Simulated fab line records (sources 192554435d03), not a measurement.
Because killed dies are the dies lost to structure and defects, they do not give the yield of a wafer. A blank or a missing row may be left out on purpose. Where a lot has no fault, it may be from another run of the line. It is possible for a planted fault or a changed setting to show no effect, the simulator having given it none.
Matching of chambers + flow n5Finfet + pecvd-03 running N5_BEOL_M11_ILD_DEP_00: 3 sister chambers
The step deposits SiCOH lowk from DEMS/porogen, target thk 308.51 nm, time 58 s. 22 wafers are shown with their chamber, then 11 later ones without.

EACH WAFER AND ITS CHAMBER
| wafer  | chamber | throttleValvePct (%) | showerheadPlenumPTorr (Torr) | heaterPowerW (W) |
|--------|---------|----------------------|------------------------------|------------------|
| L076.1 | 2       | 12.9                 | 5.742                        | 227              |
| L076.2 | 0       | 13.5                 | 5.739                        | 235              |
| L076.3 | 1       | 14.0                 | 5.752                        | 220              |
| L076.4 | 0       | 13.4                 | 5.756                        | 248              |
| L076.5 | 1       | 14.2                 | 5.731                        | 224              |
| L076.6 | 2       | 12.7                 | 5.726                        | 238              |
| L078.1 | 1       | 14.1                 | 5.726                        | 256              |
| L078.2 | 2       | 12.4                 | 5.742                        | 276              |
| L078.6 | 1       | 14.0                 | 5.754                        | 264              |
| L083.1 | 1       | 14.4                 | 5.753                        | 253              |
| L083.2 | 2       | 12.9                 | 5.721                        | 261              |
| L083.4 | 2       | 12.7                 | 5.752                        | 264              |
| L087.1 | 0       | 13.6                 | 5.744                        | 276              |
| L087.2 | 2       | 12.8                 | 5.731                        | 236              |
| L087.3 | 1       | 14.3                 | 5.731                        | 264              |
| L087.4 | 2       | 13.0                 | 5.731                        | 244              |
| L087.5 | 1       | 14.3                 | 5.741                        | 254              |
| L087.6 | 0       | 13.5                 | 5.752                        | 279              |
| L090.2 | 1       | 14.0                 | 5.729                        | 244              |
| L090.4 | 0       | 13.5                 | 5.730                        | 256              |
| L090.5 | 2       | 12.8                 | 5.724                        | 239              |
| L092.1 | 2       | 12.9                 | 5.735                        | 264              |

SIGNATURES (means of the wafers above)
| reading               | chamber 0 | chamber 1 | chamber 2 | scatter within a chamber |
|-----------------------|-----------|-----------|-----------|--------------------------|
| throttleValvePct      | 13.500    | 14.162    | 12.789    | 0.153                    |
| showerheadPlenumPTorr | 5.74420   | 5.73963   | 5.73378   | 0.0108                   |
| heaterPowerW          | 258.80    | 247.38    | 249.89    | 17.2                     |
Rule: distance of a wafer from a chamber = root of the sum over the readings of ((wafer's reading minus chamber's mean) / reading's scatter) squared. If the next closest chamber is less than 2 further off than the closest, the wafer can't be placed; otherwise it belongs to the closest. The scatter: the root of (the sum of the squares of (reading less its chamber's mean) over the shown wafers, divided by (wafers less chambers)).

WAFERS WHOSE CHAMBER IS MISSING
| wafer  | throttleValvePct (%) | showerheadPlenumPTorr (Torr) | heaterPowerW (W) |
|--------|----------------------|------------------------------|------------------|
| L092.2 | 13.4                 | 5.739                        | 277              |
| L092.3 | 14.0                 | 5.752                        | 272              |
| L092.4 | 13.6                 | 5.739                        | 277              |
| L092.5 | 13.1                 | 5.728                        | 273              |
| L092.6 | 14.2                 | 5.736                        | 196              |
| L094.2 | 13.4                 | 5.744                        | 216              |
| L094.3 | 12.8                 | 5.739                        | 225              |
| L094.5 | 13.8                 | 5.743                        | 261              |
| L095.4 | 12.8                 | 5.735                        | 237              |
| L095.5 | 14.1                 | 5.724                        | 232              |
| L095.6 | 13.2                 | 5.738                        | 266              |

EACH ONE'S CHAMBER
| wafer  | from the rows above     | in truth |
|--------|-------------------------|----------|
| L092.2 | 0                       | 0        |
| L092.3 | can't be placed: 1 or 0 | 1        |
| L092.4 | 0                       | 0        |
| L092.5 | can't be placed: 2 or 0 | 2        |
| L092.6 | 1                       | 1        |
| L094.2 | can't be placed: 0 or 2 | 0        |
| L094.3 | 2                       | 2        |
| L094.5 | can't be placed: 0 or 1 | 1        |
| L095.4 | 2                       | 2        |
| L095.5 | 1                       | 1        |
| L095.6 | can't be placed: 0 or 2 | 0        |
Placed correctly: 6 of 11. Cannot be placed on the basis of these rows: 5; the candidates contain the true chamber in 5. Placed wrongly: 0.
